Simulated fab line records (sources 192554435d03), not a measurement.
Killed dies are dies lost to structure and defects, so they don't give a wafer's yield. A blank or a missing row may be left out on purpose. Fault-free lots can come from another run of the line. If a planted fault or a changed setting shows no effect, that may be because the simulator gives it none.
Chamber matching    flow n5_finfet    N5_BEOL_M7_ILD_DEP_00 on pecvd-03 has 3 sister chambers
The step deposits SiCOH lowk from DEMS/porogen, target thk 179.75 nm, time 33.4 s. 6 wafers are shown with their chamber, then 10 later ones without.

## WAFERS, EACH WITH ITS CHAMBER
wafer   chamber  throttle_valve_pct (%)  rf_fwd_power_W (W)
L085.3  1        14.8                    495.2
L086.3  0        13.8                    493.6
L086.5  0        13.9                    492.2
L084.5  1        14.7                    496.8
L089.2  2        12.6                    494.7
L089.4  2        12.5                    494.2

## WAFERS MISSING THEIR CHAMBER
wafer   throttle_valve_pct (%)  rf_fwd_power_W (W)
L089.6  13.9                    490.9
L092.1  14.8                    495.4
L092.4  12.8                    493.9
L092.6  14.0                    494.0
L096.2  13.8                    492.9
L096.3  12.4                    492.7
L096.4  12.8                    492.0
L095.2  14.4                    495.1
L095.3  14.0                    491.2
L095.5  13.9                    493.6

## CHAMBER TAKEN BY EACH
wafer   from the rows above  in truth
L089.6  0                    0
L092.1  1                    1
L092.4  2                    2
L092.6  0                    0
L096.2  0                    0
L096.3  2                    2
L096.4  2                    2
L095.2  1                    1
L095.3  0                    0
L095.5  0                    0
Correctly placed: 10 of 10. Left unplaced by these rows: 0. Number placed wrongly: 0.
How it was worked out, from the rows above alone: a wafer's distance from a chamber is the root of the sum, over the readings, of the square of ((its reading less the chamber's mean) divided by the reading's scatter). The wafer belongs to the nearest chamber; if the next one is less than 2 further off, it can't be placed. Each chamber's mean is taken over the wafers shown for it. The scatter: take each reading less its chamber's mean, square it, sum over the shown wafers, divide by the number of wafers less the number of chambers, and take the root.
